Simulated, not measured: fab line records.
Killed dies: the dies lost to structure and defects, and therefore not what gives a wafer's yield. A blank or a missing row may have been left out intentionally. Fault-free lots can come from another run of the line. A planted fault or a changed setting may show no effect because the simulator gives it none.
Split-lot experiment -- flow n5_finfet -- 21 wafers read across 7 lots, on a route 1938 steps long

== SPLIT DETAILS ==
At N5_BEOL_M15_SPUTTER_44 (material Ta, target thk 15 nm, time 24.19 s), the setting time_s was moved away from the recipe's 24.19 s on 5 of the 21 wafers read, by -12.8% to +14.2%. The other wafers ran this setting at the recipe's value.

The split's own step is where the reading is taken.

== THE READING ==
Ta_of_BEOL_M15_SPUTTER_44.thk_nm (the simulator's own value, which no gauge read), in nm, at N5_BEOL_M15_SPUTTER_44 (material Ta, target thk 15 nm, time 24.19 s). There is no usual value for it anywhere in the file. Average 14.9 nm, standard deviation 0.23 nm, over the 16 wafers here run with the recipe.

wafer,"tool, chamber at the split","time_s as run, s",against the recipe,"Ta_of_BEOL_M15_SPUTTER_44.thk_nm, nm",against lot-mates on the recipe
L076.3,"pvd_sputter-02, -",24.19,recipe,14.8,-
L076.4,"pvd_sputter-02, -",24.19,recipe,15,-
L076.6,"pvd_sputter-02, -",24.19,recipe,15.2,-
L079.1,"pvd_sputter-01, -",24.19,recipe,14.6,-
L079.4,"pvd_sputter-01, -",24.19,recipe,14.6,-
L079.6,"pvd_sputter-01, -",24.19,recipe,14.6,-
L086.1,"pvd_sputter-01, -",22.4,-7.4%,14.2,-0.9
L086.2,"pvd_sputter-01, -",24.19,recipe,15,-
L086.3,"pvd_sputter-01, -",24.19,recipe,15.2,-
L091.1,"pvd_sputter-03, -",24.19,recipe,15.2,-
L091.2,"pvd_sputter-03, -",24.19,recipe,14.8,-
L091.4,"pvd_sputter-03, -",21.68,-10.4%,13.6,-1.4
L094.1,"pvd_sputter-03, -",24.19,recipe,15,-
L094.2,"pvd_sputter-03, -",24.19,recipe,15.2,-
L094.6,"pvd_sputter-03, -",24.19,recipe,15.2,-
L092.2,"pvd_sputter-02, -",24.19,recipe,14.6,-
L092.4,"pvd_sputter-02, -",27.63,+14.2%,16.8,+2.1
L092.6,"pvd_sputter-02, -",24.19,recipe,14.8,-
L096.1,"pvd_sputter-01, -",21.1,-12.8%,13,-2.0
L096.2,"pvd_sputter-01, -",21.1,-12.8%,13.2,-1.8
L096.6,"pvd_sputter-01, -",24.19,recipe,15,-

FIT RESULTS
A straight line over all 21 wafers: Ta_of_BEOL_M15_SPUTTER_44.thk_nm changes by +0.134 nm for each +1% of time_s; r = +0.96; the points scatter about the line by 0.23 nm.
The same after taking each lot's own level away (the mean of its wafers on the recipe; 21 wafers): +0.145 nm for each +1%; r = +0.99; scatter 0.12 nm.
The reading moves by 2.1 nm for the largest change in time_s, on that fit.
Measured against the standard deviation above, the lots' own levels, which go from 14.60 to 15.13 nm, span 2.3 times it.
The two slopes agree, so the slope changes little with the lot-to-lot level.
Check: with one of the wafers moved furthest among these (+14.2%) left out of the fit, the line predicts +2.04 nm for it against its lot-mates. It came out at +2.1 nm against them.

== THESE WAFERS: OTHER SPLITS ==
Before the reading, these wafers also passed through other splits. Each is held against what the fit with the lots' levels taken away leaves over:
other split on the same wafers,wafers away from the commonest value,r with Ta_of_BEOL_M15_SPUTTER_44.thk_nm (lot level and that fit taken away)
N5_BEOL_M14_COAT_58 spin_rpm,5,+0.14

== THE FILE'S OWN FIT ==
Ta_of_BEOL_M15_SPUTTER_44.thk_nm changes by +0.143 nm for each +1% of time_s, r = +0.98.
